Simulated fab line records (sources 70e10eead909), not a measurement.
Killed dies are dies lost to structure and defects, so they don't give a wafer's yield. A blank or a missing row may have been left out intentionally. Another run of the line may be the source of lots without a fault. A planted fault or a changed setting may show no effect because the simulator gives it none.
Chamber matching ; flow nand_harc ; NHARC_A_CHANNEL_FILL_D1_ETCHBACK_20 on rie_diel-01: 4 sister chambers
The step etches the open film in C4F8/O2/Ar, target depth 27 nm, time 13.5 s. 18 wafers are shown with their chamber, then 9 later ones without.

== WAFERS WITH THEIR CHAMBER ==
wafer;chamber;rf_vpp_V (V);oes_product_au (a.u.)
L078.2;0;983;1.00
L078.4;3;975;1.00
L078.5;2;969;1.00
L079.2;2;970;1.00
L079.4;3;975;1.01
L079.5;0;984;0.99
L081.4;1;988;0.97
L081.5;0;986;0.95
L081.6;3;974;0.96
L082.1;1;988;0.99
L082.4;2;969;0.93
L082.5;3;975;0.97
L087.1;3;975;0.93
L087.2;1;988;0.94
L087.3;0;984;0.93
L088.1;2;971;0.92
L088.3;3;975;0.92
L088.4;1;986;0.92

SIGNATURES (averages over the wafers above)
reading;chamber 0;chamber 1;chamber 2;chamber 3;scatter within a chamber
rf_vpp_V;984.25;987.50;969.75;974.83;0.9
oes_product_au;0.9675;0.9550;0.9625;0.9650;0.0363
Rule: a wafer lies at a distance from a chamber equal to the root of the sum of squares, over the readings, of (its reading less the chamber's mean, divided by the reading's scatter). The wafer belongs to the nearest chamber; if the next one is less than 2 further off, it can't be placed. The scatter: take each reading less its chamber's mean, square it, sum over the shown wafers, divide by the number of wafers less the number of chambers, and take the root.

== WAFERS MISSING THEIR CHAMBER ==
wafer;rf_vpp_V (V);oes_product_au (a.u.)
L090.1;986;0.93
L090.3;977;0.93
L090.4;969;0.93
L093.1;974;1.00
L093.3;984;1.00
L093.5;974;1.01
L094.1;970;1.01
L094.4;986;0.99
L094.5;969;1.01

== CHAMBER TAKEN BY EACH ==
wafer;from the rows above;in truth
L090.1;can't be placed: 1 or 0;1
L090.3;3;3
L090.4;2;2
L093.1;3;3
L093.3;0;0
L093.5;3;3
L094.1;2;2
L094.4;can't be placed: 1 or 0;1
L094.5;2;2
Placed correctly: 7 of 9. Not placeable from these rows: 2 (in 2, the candidates include the true chamber). Wrongly placed: 0.
